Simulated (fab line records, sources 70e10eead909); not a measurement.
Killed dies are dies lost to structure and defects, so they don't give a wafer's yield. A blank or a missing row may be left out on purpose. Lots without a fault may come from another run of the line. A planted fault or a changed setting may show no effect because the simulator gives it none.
A struck lot beside a sound one | flow nand_harc | 36 steps out of a route of 1159
Sound: wafers L828.1, L828.3, L828.6. Struck: wafers L837.3, L837.4, L837.6. The cause comes at the end.
At each step with rows: each side's tool, then ch and its chambers, then its first start. Under that, the readings that differ: sound wafers | struck wafers | difference of the means | sigmas: that difference in standard deviations of wafers without a fault.
alike: readings whose means differ by less than 2 such deviations, and words and numbers that are the same on both sides. not compared: withheld readings, readings that some wafer has no value for, bounds like >300 that may hide the same value, and numbers for which the record gives no deviation and whose values overlap.
The two part at a step that has a row with sigmas, a row that says differs or no value, or rows on one side only. Numbers that don't overlap but have no deviation are shown without sigmas and don't part them. A reading that every wafer of one side lacks parts them only if that side has two wafers or more.

first, 3 steps without rows for these wafers: NHARC_A_STAIRCASE_PRECLEAN_318 (cleans in SC1); NHARC_A_STAIRCASE_SRD_329; NHARC_A_STAIRCASE_ALD_415 (deposits SiO2, target thk 30 nm, pulse time 6 s, ald cycles 300).
NHARC_A_STAIRCASE_ETCHBACK_416: etches the open film in C4F8/O2/Ar, target depth 36 nm, time 7.2 s.
  sound on rie_diel-02 ch 2,3; struck on rie_diel-02 ch 0,1,2
  alike: oes_product_au, rf_vpp_V
  not compared: rf_hours_counter_h
then, 7 steps without rows for these wafers: NHARC_A_STAIRCASE_STRIP_476 (strips in O2, time 20 s); NHARC_A_STAIRCASE_DEP_417 (deposits Si3N4, target thk 60 nm); NHARC_A_STAIRCASE_WET_418 (chemistry H3PO4, target depth 20 nm); NHARC_A_STAIRCASE_PRECLEAN_419 (cleans in SC1); NHARC_A_STAIRCASE_SRD_421; NHARC_A_STAIRCASE_ALD_420 (deposits SiO2, target thk 20 nm, pulse time 6 s, ald cycles 200); NHARC_A_STAIRCASE_CVD_552 (deposits SiNx, target thk 40 nm).
NHARC_A_STAIRCASE_DEP_151: deposits SiO2, target thk 3800 nm.
  sound on pecvd-02 ch 0,1, day 14 04:17; struck on pecvd-02 ch 0,1,2, day 16 08:39
  alike: heater_power_w
  not compared: since_wet_clean_h
then, 1 step without rows for these wafers: NHARC_A_STAIRCASE_ANNEAL_320 (time 1800 s).
NHARC_A_STAIRCASE_DEP_322: deposits SiO2, target thk 3800 nm.
  sound on pecvd-03 ch 0,1,2, day 14 11:40; struck on pecvd-02 ch 0,1, day 16 17:35
  alike: heater_power_w
  not compared: since_wet_clean_h
then, 14 steps without rows for these wafers: NHARC_A_STAIRCASE_ANNEAL_323 (time 1800 s); NHARC_A_STAIRCASE_DEP_325 (deposits SiO2, target thk 3800 nm); NHARC_A_STAIRCASE_ANNEAL_326 (time 1800 s); NHARC_A_STAIRCASE_DEHYDRATE_433 (time 120 s); NHARC_A_STAIRCASE_HMDS_434 (time 30 s); NHARC_A_STAIRCASE_COAT_435; NHARC_A_STAIRCASE_SOFTBAKE_436 (time 170 s); NHARC_A_STAIRCASE_EBR_437; NHARC_A_STAIRCASE_EXPOSE_438 (exposes mask STAIR REV); NHARC_A_STAIRCASE_PEB_439 (peb time 130 s); NHARC_A_STAIRCASE_DEVELOP_440 (time 140 s); NHARC_A_STAIRCASE_HARDBAKE_442 (time 140 s); NHARC_A_STAIRCASE_DESCUM_443 (chemistry O2, time 3 s); NHARC_A_STAIRCASE_ETCH_444 (etches the open film in C4F8/O2, target depth 10200 nm, time 3400 s).
NHARC_A_STAIRCASE_STRIP_446: strips in O2.
  sound on plasma_asher-02 ch 0,1, day 15 09:55; struck on plasma_asher-01 ch 0,1, day 17 13:19
  alike: drypump_motor_current_A, heater_power_w
  not compared: rf_hours_counter_h
then, 3 steps without rows for these wafers: NHARC_A_STAIRCASE_STRIP_447 (strips in SPM, time 900 s); NHARC_A_STAIRCASE_PRECLEAN_448 (cleans in SC1); NHARC_A_STAIRCASE_SRD_449.
NHARC_A_STAIRCASE_CMP_450: polishes SiO2, target thk 200 nm.
  sound on cmp-02 ch 0,3, day 15 10:44; struck on cmp-03 ch 0,2, day 17 14:02
  alike: motor_current_A
NHARC_A_STAIRCASE_CMP_152: polishes.
  sound on cmp-02 ch 0,3, day 15 10:48; struck on cmp-03 ch 0,2, day 17 14:06
  alike: motor_current_A
then, 1 step without rows for these wafers: NHARC_A_STAIRCASE_SRD_154.
-- the record jumps here: 6 days lie between the struck wafers' starts before and after (it left off in module A_STAIRCASE and takes up again in module END, whose first step shown is number 1159 of the route) --
NHARC_END_SORT_01:
  the record has rows for the struck wafers here (prober-02 ch 0, day 23 13:39) and none for the sound ones

WHERE THEY PART
Only at NHARC_END_SORT_01, within this record.

WHY: what the simulator had put in
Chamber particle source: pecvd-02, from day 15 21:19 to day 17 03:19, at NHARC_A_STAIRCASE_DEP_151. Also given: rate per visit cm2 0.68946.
